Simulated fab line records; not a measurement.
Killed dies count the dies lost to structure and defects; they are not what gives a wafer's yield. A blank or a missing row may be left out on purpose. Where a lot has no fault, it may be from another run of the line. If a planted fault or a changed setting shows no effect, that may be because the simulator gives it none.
Chamber matching + flow n5Finfet + pecvd-04 running N5_FIN_SAQP_PECVD_06: 3 sister chambers
The step deposits a-Si from SiH4/He, target thk 60 nm, time 48.1 s. 3 wafers are shown with their chamber, then 8 later ones without.

## WAFERS, EACH WITH ITS CHAMBER
| wafer  | chamber | throttleValvePct (%) |
|--------|---------|----------------------|
| L081.5 | 0       | 19.7                 |
| L081.6 | 1       | 16.8                 |
| L088.1 | 2       | 17.3                 |

## WAFERS WITHOUT THEIR CHAMBER
| wafer  | throttleValvePct (%) |
|--------|----------------------|
| L088.2 | 19.6                 |
| L088.4 | 17.3                 |
| L092.2 | 19.4                 |
| L092.3 | 16.9                 |
| L092.4 | 19.6                 |
| L095.3 | 19.2                 |
| L095.4 | 19.2                 |
| L095.5 | 17.7                 |

## CHAMBER TAKEN BY EACH
| wafer  | from the rows above     | in truth |
|--------|-------------------------|----------|
| L088.2 | 0                       | 0        |
| L088.4 | can't be placed: 2 or 1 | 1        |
| L092.2 | 0                       | 0        |
| L092.3 | can't be placed: 1 or 2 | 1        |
| L092.4 | 0                       | 0        |
| L095.3 | 0                       | 0        |
| L095.4 | 0                       | 0        |
| L095.5 | can't be placed: 2 or 1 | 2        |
Correctly placed: 5 of 8. Cannot be placed on the basis of these rows: 3; the candidates contain the true chamber in 3. Number placed wrongly: 0.
How it was worked out, from the rows above alone: a wafer's distance from a chamber is the root of the sum, over the readings, of the square of ((its reading less the chamber's mean) divided by the reading's scatter). If the next closest chamber is less than 2 further off than the closest, the wafer can't be placed; otherwise it belongs to the closest. For every chamber, the mean is computed from those of its wafers that are shown. The scatter: with one shown wafer a chamber, the root of the mean of the squares of how far each hidden wafer lies from its nearest shown one.
